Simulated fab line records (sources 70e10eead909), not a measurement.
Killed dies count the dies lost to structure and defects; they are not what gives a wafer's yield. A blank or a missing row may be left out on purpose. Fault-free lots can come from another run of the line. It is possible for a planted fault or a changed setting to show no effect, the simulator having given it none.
Which tool is to blame? | flow nand-harc | 12 lots (36 wafers sampled), 1 step of a 1159-step route

WHAT THE GAUGES READ, wafer by wafer
NHARC_P_M2_THK_MEAS_24: measures by xrf.
lot  | measured     | on            | thk-nm (nm)
L074 | day 6 18:41  | film-metro-01 | 147.4 144.1 145.4
L077 | day 7 00:13  | film-metro-02 | 144.2 142.3 146.6
L078 | day 7 07:16  | film-metro-01 | 145.7 145.5 145.9
L081 | day 8 10:44  | film-metro-02 | 144.2 147.2 150.9
L083 | day 8 12:42  | film-metro-01 | 145.9 145.7 145.0
L089 | day 9 14:43  | film-metro-01 | 143.2 148.2 144.8
L085 | day 9 17:19  | film-metro-02 | 143.5 145.8 142.5
L087 | day 9 22:15  | film-metro-02 | 148.6 148.7 146.1
L091 | day 10 11:53 | film-metro-01 | 143.9 141.8 141.8
L094 | day 10 22:17 | film-metro-02 | 144.5 145.0 142.4
L095 | day 11 12:11 | film-metro-01 | 146.1 146.9 146.8
L097 | day 12 05:08 | film-metro-01 | 143.9 143.3 143.0

EACH LOT AND THE TOOL THAT RAN IT (in order: tool; ch and the chambers of the sampled wafers; start)
The record holds no process step before these readings.

THE ANSWER, worked out from the rows above alone
Rule: what is usual is taken from the lots themselves. Put in order of their means at a reading, lots are off if they are a third of the lots or fewer, leave a main group of 4 or more, and stand apart from it by a gap of 3 or more times the standard deviation of the main group's means; of several such gaps the widest counts. If all means in a main group match to the digits the tables above print for the reading, that group is not used. A lot without any number at a reading at which 4 lots or more have one is off too. All remaining lots with rows at the step are treated as sound.
Across all readings shown, no lot is off: no conclusion can be drawn from this.

WHAT THE SIMULATOR HAD INSERTED
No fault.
